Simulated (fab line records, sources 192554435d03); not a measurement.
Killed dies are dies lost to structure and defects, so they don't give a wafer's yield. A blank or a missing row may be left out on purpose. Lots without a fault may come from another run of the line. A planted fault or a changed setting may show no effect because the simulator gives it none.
fab line records | flow n5_finfet
record lots=10 wafers=30 last_day=19
route steps=1938 shown BEOL_M3@1013 BEOL_M4@1024
lots that met no fault: from a run of the same line without faults
start_h: hours from the record's first day to the start of the lot's first wafer shown | wait_h: hours since the lot's step before | " the same as in the row above | L1.1+2: a row that stands for several wafers | - no value, or no start given | * or withheld: withheld | < > ~ a bound
route shown NAME@n: a module of which the file shows steps, and the number in the route of the first | usual: mean/standard deviation of fault-free wafers | same: alike in all rows | chamber/n: place in a boat | sites: the reading at each site | _std_site: their standard deviation | _edge_site: outer sites' mean less inner sites' | radius_mm: how far each site lies from the wafer's centre | mask NAME#n: copy n | behind: the tool/chamber that last shaped the wafer | hold: why the lot was held/for how many hours/how that ended | device: the transistor (n, p or np) that didn't switch | end of line: the same wafers' tests at the end of the route | a step without rows: its recipe alone | killed: dies lost to structure and defects at the first sort, not the wafer's yield | map: a wafer's dies, x killed, . not, _ none there
set.NAME: the setting as run; set.NAME@STEP: as run at that earlier step | model.NAME: the simulator's own value behind a step, which no gauge read
steps of the route over a sample of lots; a table a step, a row a wafer
services: from which hour (start_h, from the record's first day; less than 0 if before it) a tool's chamber was out of use, for how many hours, and why
## steps
# step N5_BEOL_M3_CMP_52
# recipe stop_on=SiOC t_overpolish_s=6.8 down_force_psi=1 platen_rpm=50 clearing_platen_down_force_psi=1.5 clearing_platen_rpm=50 post_cmp_clean=cu_alkaline target_thk_nm=40 clearing_platen_pad_velocity_m_s=0.99484 pad_velocity_m_s=0.99484
# usual barrier_field_endpoint_s=24.6/0.67 clearing_platen_down_force_psi=1.500/0.0032 motor_current_A=6.1/0.35 overpolish_run_s=6.802/0.0094 time_to_endpoint_s=62/3.5
# columns lot.wafer tool chamber start_h wait_h barrier_field_endpoint_s clearing_platen_down_force_psi motor_current_A overpolish_run_s time_to_endpoint_s
L676.1 cmp-01 3 183.12 0.3 24.7 1.503 6.0 6.804 64
L676.4 " 2 " " 24.3 1.502 6.2 6.807 58
L676.6 " 0 " " 24.5 1.497 5.9 6.813 62
L679.4 cmp-01 0 212.61 0.2 24.5 1.501 6.3 6.812 63
L679.6 " 3 " " 26.5 1.499 6.2 6.791 70
L679.5 " 0 " " 25.3 1.498 6.0 6.808 64
L682.4 cmp-02 0 229.50 0.2 24.2 1.501 6.0 6.804 62
L682.2 " 1 " " 24.6 1.498 5.8 6.797 63
L682.5 " 3 " " 25.4 1.503 6.5 6.817 68
L683.1 cmp-02 2 233.16 0.3 24.9 1.495 6.3 6.814 64
L683.2 " 0 " " 25.1 1.503 6.0 6.799 63
L683.6 " 2 " " 25.6 1.490 6.7 6.804 66
L684.3 cmp-04 1 241.53 0.2 24.6 1.500 6.0 6.802 71
L684.1 " 3 " " 24.5 1.502 6.7 6.794 66
L684.4 " 0 " " 24.3 1.494 5.6 6.800 60
L689.1 cmp-01 3 284.77 0.3 24.3 1.496 6.2 6.809 63
L689.2 " 0 " " 24.2 1.498 5.9 6.804 62
L689.5 " 1 " " 23.8 1.495 6.3 6.805 60
L688.2 cmp-02 2 286.28 0.2 24.7 1.498 6.4 6.796 61
L688.4 " 3 " " 24.3 1.493 6.2 6.812 62
L688.5 " 1 " " 24.3 1.499 5.4 6.778 60
L678.4 cmp-04 2 299.20 0.2 24.9 1.501 5.8 6.793 65
L678.3 " 0 " " 24.2 1.503 5.9 6.798 60
L678.6 " 2 " " 25.4 1.500 5.2 6.814 66
L690.3 cmp-01 0 319.95 0.9 23.8 1.502 6.5 6.808 61
L690.2 " 1 " " 23.9 1.499 6.2 6.809 62
L690.6 " 2 " " 23.6 1.501 6.4 6.802 61
L698.2 cmp-04 1 333.18 0.3 26.1 1.503 6.3 6.810 67
L698.5 " 3 " " 25.4 1.499 6.3 6.790 62
L698.6 " 0 " " 25.6 1.496 5.6 6.814 60
# step N5_BEOL_M4_HM_DEP_02
# recipe material=TiN target_thk_a=200 temp_c=25 chamber_pressure_pa=0.49996
# usual susceptor_temp_C=25.01/0.11 throttle_valve_pct=30.2/0.71
# columns lot.wafer tool chamber start_h wait_h susceptor_temp_C throttle_valve_pct
L676.1 pvd_sputter-03 - 184.35 0.5 24.86 31.1
L676.4 " - " " 25.07 30.3
L676.6 " - " " 24.78 30.8
L679.4 pvd_sputter-02 - 213.48 0.1 24.95 30.4
L679.5 " - " " 24.71 29.0
L679.6 " - " " 25.02 30.2
L682.2 pvd_sputter-03 - 230.31 0.1 25.18 31.1
L682.4 " - " " 25.12 29.4
L682.5 " - " " 25.01 29.9
L683.1 pvd_sputter-03 - 235.40 1.5 25.06 30.9
L683.2 " - " " 25.11 30.1
L683.6 " - " " 25.18 30.4
L684.1 pvd_sputter-03 - 243.47 1.2 24.96 29.7
L684.3 " - " " 25.14 30.4
L684.4 " - " " 24.84 29.8
L689.1 pvd_sputter-02 - 287.77 2.3 24.93 31.1
L689.2 " - " " 24.97 30.3
L689.5 " - " " 25.02 30.5
L688.2 pvd_sputter-01 - 288.08 1.1 25.03 29.4
L688.4 " - " " 25.24 31.3
L688.5 " - " " 24.94 29.4
L678.3 pvd_sputter-02 - 300.02 0.0 24.93 30.4
L678.4 " - " " 24.98 30.6
L678.6 " - " " 24.83 31.1
L690.2 pvd_sputter-01 - 321.54 0.6 25.03 31.1
L690.3 " - " " 25.08 29.6
L690.6 " - " " 24.92 31.0
L698.2 pvd_sputter-03 - 335.23 1.3 25.23 29.8
L698.5 " - " " 25.07 29.4
L698.6 " - " " 25.01 29.5
# step N5_BEOL_M4_EXPOSE_08
# recipe mask_id=M4 na=0.33 source_shape=dipole sigma_inner=0.369 sigma_outer=0.767 polarization=unpolarized dose_mj=41.25
# columns lot.wafer tool chamber start_h wait_h mask
L676.1+4+6 euv_scanner-01 0 184.73 - M4#0
L679.4+5+6 euv_scanner-01 0 213.89 - M4#0
L682.2+4+5 euv_scanner-02 0 230.71 - M4#0
L683.1+2+6 euv_scanner-01 0 235.79 - M4#0
L684.1+3+4 euv_scanner-01 0 243.77 - M4#0
L689.1+2+5 euv_scanner-02 0 288.15 - M4#0
L688.2+4+5 euv_scanner-02 0 288.36 - M4#0
L678.3+4+6 euv_scanner-01 0 300.42 - M4#0
L690.2+3+6 euv_scanner-02 0 321.81 - M4#0
L698.2+5+6 euv_scanner-02 0 335.63 - M4#0
# step N5_BEOL_M4_OVL_MEAS_12
# recipe points_per_wafer=522
# usual M4_OVL=-0.2/0.61
# columns lot.wafer tool chamber start_h wait_h M4_OVL[nm]
L676.1 overlay-01 0 184.90 0.0 1.1
L676.4 " 0 " " 0.0
L676.6 " 0 " " 0.3
L679.4 overlay-02 0 214.05 0.0 -1.4
L679.5 " 0 " " -0.5
L679.6 " 0 " " -0.9
L682.2 overlay-01 0 230.87 0.0 -0.8
L682.4 " 0 " " -0.8
L682.5 " 0 " " -0.7
L683.1 overlay-02 0 235.95 0.0 5.6
L683.2 " 0 " " 5.4
L683.6 " 0 " " 5.9
L684.1 overlay-02 0 243.93 0.0 6.4
L684.3 " 0 " " 6.4
L684.4 " 0 " " 5.5
L689.1 overlay-02 0 288.32 0.0 -0.9
L689.2 " 0 " " -0.5
L689.5 " 0 " " -0.9
L688.2 overlay-02 0 288.52 0.0 -0.7
L688.4 " 0 " " -0.5
L688.5 " 0 " " -0.3
L678.3 overlay-01 0 300.58 0.0 5.4
L678.4 " 0 " " 4.8
L678.6 " 0 " " 7.0
L690.2 overlay-01 0 321.98 0.0 -0.2
L690.3 " 0 " " 0.7
L690.6 " 0 " " 0.0
L698.2 overlay-01 0 335.79 0.0 0.4
L698.5 " 0 " " -0.6
L698.6 " 0 " " 0.0
# step N5_BEOL_M4_INSPECT_13
# recipe mode=adi inspect_instrument=brightfield
# usual raw_defect_count=432/100
# columns lot.wafer tool chamber start_h wait_h raw_defect_count
L676.1 defect_inspect-02 - 184.95 0.1 413
L676.4 " - " " 525
L676.6 " - " " 529
L679.4 defect_inspect-02 - 214.09 0.0 558
L679.5 " - " " 530
L679.6 " - " " 520
L682.2 defect_inspect-02 - 230.92 0.0 567
L682.4 " - " " 555
L682.5 " - " " 627
L683.1 defect_inspect-01 - 236.01 0.1 369
L683.2 " - " " 394
L683.6 " - " " 273
L684.1 defect_inspect-01 - 243.99 0.1 426
L684.3 " - " " 314
L684.4 " - " " 294
L689.1 defect_inspect-02 - 288.37 0.1 378
L689.2 " - " " 498
L689.5 " - " " 449
L688.2 defect_inspect-01 - 288.57 0.0 284
L688.4 " - " " 432
L688.5 " - " " 361
L678.3 defect_inspect-02 - 300.63 0.0 462
L678.4 " - " " 444
L678.6 " - " " 403
L690.2 defect_inspect-01 - 322.03 0.0 358
L690.3 " - " " 402
L690.6 " - " " 292
L698.2 defect_inspect-01 - 335.84 0.0 295
L698.5 " - " " 312
L698.6 " - " " 449
# step N5_BEOL_M4_RC_MEAS_101
# usual DIBL_N=36.0/1.7 DIBL_P=36.2/1.9 IOFF_N=0.154/0.028 IOFF_P=0.21/0.036 ION_N=675/11 ION_P=463/8.3 SS_N=71.4/0.63 SS_P=73.2/0.55 VT_N=250.2/3 VT_P=-251/3.7
# columns lot.wafer tool chamber start_h wait_h DIBL_N[mV/V] DIBL_P[mV/V] IOFF_N[nA/um] IOFF_P[nA/um] ION_N[uA/um] ION_P[uA/um] SS_N[mV/dec] SS_P[mV/dec] VT_N[mV] VT_P[mV]
L676.1 prober-02 0 192.80 0.0 37.5 37.4 0.178 0.29 673 469 71.7 73.6 248.0 -242
L676.4 " 0 " " 34.2 33.4 0.133 0.23 672 475 70.0 73.3 251.1 -245
L676.6 " 0 " " 36.4 35.8 0.157 0.26 666 468 71.2 73.5 253.0 -243
L679.4 prober-02 0 244.44 0.5 32.7 32.2 0.103 0.16 668 463 70.7 72.2 255.7 -256
L679.5 " 0 " " 35.9 34.8 0.140 0.19 672 457 70.7 73.0 251.5 -255
L679.6 " 0 " " 36.7 36.0 0.152 0.20 678 458 70.6 73.6 250.0 -251
L682.2 prober-02 0 264.84 0.2 34.7 35.6 0.134 0.18 666 460 71.4 72.7 252.2 -252
L682.4 " 0 " " 35.7 36.4 0.155 0.20 679 461 71.4 72.8 248.9 -251
L682.5 " 0 " " 35.7 36.5 0.146 0.19 674 465 71.2 72.5 249.6 -251
L683.1 prober-01 0 269.35 0.0 36.9 37.4 0.154 0.20 673 455 71.7 73.4 252.1 -252
L683.2 " 0 " " 35.5 35.5 0.126 0.18 660 455 72.1 72.6 252.8 -252
L683.6 " 0 " " 36.7 36.4 0.142 0.18 670 455 71.4 73.1 250.3 -254
L684.1 prober-01 0 276.31 0.0 32.5 32.9 0.102 0.15 657 452 70.8 71.7 255.7 -254
L684.3 " 0 " " 35.8 37.7 0.158 0.21 673 465 71.1 73.0 249.3 -248
L684.4 " 0 " " 33.1 34.8 0.113 0.17 662 463 70.6 72.3 252.1 -254
L689.1 prober-02 0 296.73 0.0 33.4 33.4 0.116 0.18 651 457 70.2 72.5 254.3 -250
L689.2 " 0 " " 36.1 36.3 0.161 0.22 667 461 71.7 73.4 250.3 -248
L689.5 " 0 " " 36.1 36.0 0.152 0.21 667 459 72.3 72.6 252.9 -251
L688.2 prober-02 0 300.37 0.2 35.6 36.0 0.124 0.18 651 450 71.6 72.4 252.7 -252
L688.4 " 0 " " 37.3 38.0 0.157 0.21 668 456 72.5 72.9 251.6 -251
L688.5 " 0 " " 38.7 38.1 0.185 0.22 668 457 72.8 73.2 248.1 -249
L678.3 prober-01 0 307.21 0.3 34.5 35.1 0.143 0.19 664 458 71.8 73.2 250.0 -254
L678.4 " 0 " " 36.8 38.3 0.181 0.23 683 470 71.7 74.0 249.0 -251
L678.6 " 0 " " 37.0 39.3 0.202 0.26 688 469 72.3 73.5 244.7 -247
L690.2 prober-01 0 334.07 0.2 34.4 35.3 0.136 0.18 673 459 71.2 72.1 250.9 -252
L690.3 " 0 " " 36.4 36.9 0.170 0.21 685 470 71.1 73.6 245.4 -248
L690.6 " 0 " " 36.0 36.5 0.150 0.20 678 466 71.1 72.4 247.7 -248
L698.2 prober-01 0 344.31 0.2 36.7 35.6 0.158 0.24 666 465 71.5 73.4 252.7 -247
L698.5 " 0 " " 37.2 37.2 0.174 0.26 677 471 71.2 73.7 247.7 -243
L698.6 " 0 " " 36.0 34.8 0.164 0.23 686 477 71.5 73.0 248.4 -247
## services
# columns tool chamber start_h hours kind
euv_scanner-02 - 166.19 0.2 repair
euv_scanner-02 - 172.86 5.8 pm
euv_scanner-01 - 186.34 19.1 repair
cmp-04 - 200.39 4.0 pm
cmp-04 - 204.39 - consumable_replace:conditioner
pvd_sputter-03 - 205.12 1.6 repair
euv_scanner-02 - 206.41 6.2 pm
euv_scanner-02 - 212.66 4.6 pm
euv_scanner-01 - 224.25 4.6 pm
pvd_sputter-01 - 237.91 1.1 repair
euv_scanner-01 - 246.87 1.0 pm
cmp-01 - 251.66 1.4 repair
cmp-01 - 253.25 6.7 pm
cmp-01 - 265.31 4.0 pm
euv_scanner-02 - 266.47 1.0 pm
cmp-01 - 269.31 - consumable_replace:conditioner
cmp-01 - 269.31 - consumable_replace:pad
euv_scanner-01 0 300.01 - calibration
cmp-04 - 302.98 17.9 repair
euv_scanner-01 - 303.02 1.0 pm
cmp-02 - 308.14 9.1 pm
euv_scanner-02 0 313.80 - calibration
cmp-04 - 320.92 5.8 pm
euv_scanner-02 - 322.62 1.0 pm
## key
first_sign step=N5_BEOL_M4_OVL_MEAS_12 reading=M4_OVL direction=up sigmas=9.9 usual=-0.2 struck=5.8
effect none on later readings
met_at N5_BEOL_M4_EXPOSE_08
struck_lots L678,L683,L684
rows_end L678.3,L678.4,L678.6,L684.1,L684.3,L684.4
not_acting_at N5_BEOL_M3_CMP_52,N5_BEOL_M4_HM_DEP_02,N5_BEOL_M4_INSPECT_13
onset_between 213.89 235.79
earlier_fault kind=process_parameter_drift tool=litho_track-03 chamber=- onset_h=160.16 steps=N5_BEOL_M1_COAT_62 channel=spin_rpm offset=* shape=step acts_in=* stated=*
fault kind=scanner_matching_overlay tool=euv_scanner-01 chamber=- onset_h=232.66 steps=N5_BEOL_M4_EXPOSE_08 offset=5.6485
# rows_end: these wafers met a further fault down the route, and their rows from its step on are left out
